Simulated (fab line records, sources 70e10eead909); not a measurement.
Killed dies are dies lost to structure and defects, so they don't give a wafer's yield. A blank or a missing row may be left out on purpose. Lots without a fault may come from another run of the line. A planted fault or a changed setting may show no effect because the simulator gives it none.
Chamber matching | flow nand_harc | NHARC_P_STI_ETCH_42 on rie_diel-04: 4 sister chambers
The step etches the open film in N2/H2, target depth 80 nm, overetch 24 nm, time 61 s. 8 wafers are shown with their chamber, then 10 later ones without.

WAFERS WITH THEIR CHAMBER
wafer  | chamber | drypump_motor_current_A (A) | rf_vpp_V (V)
L080.4 | 3       | 5.4                         | 431.0
L081.6 | 2       | 5.8                         | 434.3
L083.5 | 2       | 5.8                         | 433.4
L083.6 | 1       | 6.3                         | 432.2
L086.3 | 1       | 6.4                         | 431.5
L086.5 | 0       | 5.2                         | 427.4
L089.2 | 0       | 5.2                         | 427.9
L089.3 | 3       | 5.5                         | 429.9

WAFERS WITHOUT THEIR CHAMBER
wafer  | drypump_motor_current_A (A) | rf_vpp_V (V)
L089.5 | 5.2                         | 427.7
L092.1 | 5.5                         | 431.8
L092.5 | 6.3                         | 430.9
L092.6 | 5.2                         | 426.6
L094.3 | 5.8                         | 433.4
L094.4 | 5.5                         | 430.6
L094.5 | 5.8                         | 433.8
L096.1 | 5.8                         | 433.0
L096.2 | 5.4                         | 431.2
L096.3 | 6.3                         | 431.0

WHICH CHAMBER EACH WENT THROUGH
wafer  | from the rows above | in truth
L089.5 | 0                   | 0
L092.1 | 3                   | 3
L092.5 | 1                   | 1
L092.6 | 0                   | 0
L094.3 | 2                   | 2
L094.4 | 3                   | 3
L094.5 | 2                   | 2
L096.1 | 2                   | 2
L096.2 | 3                   | 3
L096.3 | 1                   | 1
Placed correctly: 10 of 10. Can't be placed from these rows: 0. Placed wrongly: 0.
How it was worked out, from the rows above alone: a wafer's distance from a chamber is the root of the sum, over the readings, of the square of ((its reading less the chamber's mean) divided by the reading's scatter). The wafer belongs to the nearest chamber; if the next one is less than 2 further off, it can't be placed. A chamber's mean is the mean of its shown wafers. The scatter: the root of (the sum of the squares of (reading less its chamber's mean) over the shown wafers, divided by (wafers less chambers)).
